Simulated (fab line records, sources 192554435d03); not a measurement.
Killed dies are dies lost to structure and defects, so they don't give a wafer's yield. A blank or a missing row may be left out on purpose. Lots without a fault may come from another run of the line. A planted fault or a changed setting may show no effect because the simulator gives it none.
A struck lot beside a sound one | flow n5_finfet | 14 steps out of a route of 1938
Sound: wafers L874.1, L874.2, L874.5. Struck: wafers L885.1, L885.5, L885.6. The cause comes at the end.
At each step with rows: each side's tool, then ch and its chambers, then its first start. Under that, the readings that differ: sound wafers | struck wafers | difference of the means | sigmas: that difference in standard deviations of wafers without a fault.
alike: readings whose means differ by less than 2 such deviations, and words and numbers that are the same on both sides. not compared: withheld readings, readings that some wafer has no value for, bounds like >300 that may hide the same value, and numbers for which the record gives no deviation and whose values overlap.
The two part at a step that has a row with sigmas, a row that says differs or no value, or rows on one side only. Numbers that don't overlap but have no deviation are shown without sigmas and don't part them. A reading that every wafer of one side lacks parts them only if that side has two wafers or more.

N5_MIM_BOT_SPUTTER_00: material TiN, target thk 35 nm, time 89.7 s.
  sound on pvd_sputter-01, day 11 16:43; struck on pvd_sputter-03, day 16 05:37
  alike: substrate_temp_c, throttle_valve_pct
N5_MIM_TOP_ALD_00: deposits Al2O3, purge time 3 s, co reactant pulse time 3 s.
  sound on ald_hk-02 ch 0,1,2, day 11 16:49; struck on ald_hk-01 ch 0,1,3, day 16 05:43
  alike: precursor_pulse_height_rel
N5_MIM_TOP_ALD_01: deposits HfO2, target thk 5.6 nm, pulse time 1 s, purge time 3 s.
  sound on ald_hk-02 ch 0,1,2; struck on ald_hk-01 ch 0,1,3
  alike: precursor_pulse_height_rel
N5_MIM_TOP_ALD_02: deposits Al2O3, purge time 3 s, co reactant pulse time 3 s.
  sound on ald_hk-02 ch 0,1,2; struck on ald_hk-01 ch 0,1,3
  alike: precursor_pulse_height_rel
N5_MIM_TOP_DEGAS_04: time 60 s.
  sound on pvd_sputter-01, day 11 17:56; struck on pvd_sputter-03, day 16 06:29
  alike: heater_power_w
then, 7 steps without rows for these wafers: N5_MIM_TOP_SPUTTER_03 (material TiN, target thk 35 nm, time 89.7 s); N5_MIM_TOP_LITHO_HMDS_01 (time 60 s); N5_MIM_TOP_LITHO_COAT_02; N5_MIM_TOP_LITHO_EBR_04; N5_MIM_TOP_LITHO_SOFTBAKE_03 (time 90 s); N5_MIM_TOP_LITHO_EXPOSE_05 (exposes mask MIM TOP, target cd 2000 nm); N5_MIM_TOP_LITHO_PEB_06.
N5_MIM_TOP_LITHO_DEVELOP_07: develop time 60 s.
  sound on litho_track-05 ch 0, day 11 18:22; struck on litho_track-05, day 16 06:48
  no value came back on the struck wafers for chill_plate_temp_C (C), develop_time_s (s); on the sound wafers chill_plate_temp_C (C) reads 23.06 23.11 23.18
  not compared: model.coat_of_MIM_TOP_LITHO_COAT_02.thk_nm
then, 1 step without rows for these wafers: N5_MIM_TOP_LITHO_HARDBAKE_09 (time 120 s).

WHERE THEY PART
Only at N5_MIM_TOP_LITHO_DEVELOP_07, within this record.

WHY: what the simulator had put in
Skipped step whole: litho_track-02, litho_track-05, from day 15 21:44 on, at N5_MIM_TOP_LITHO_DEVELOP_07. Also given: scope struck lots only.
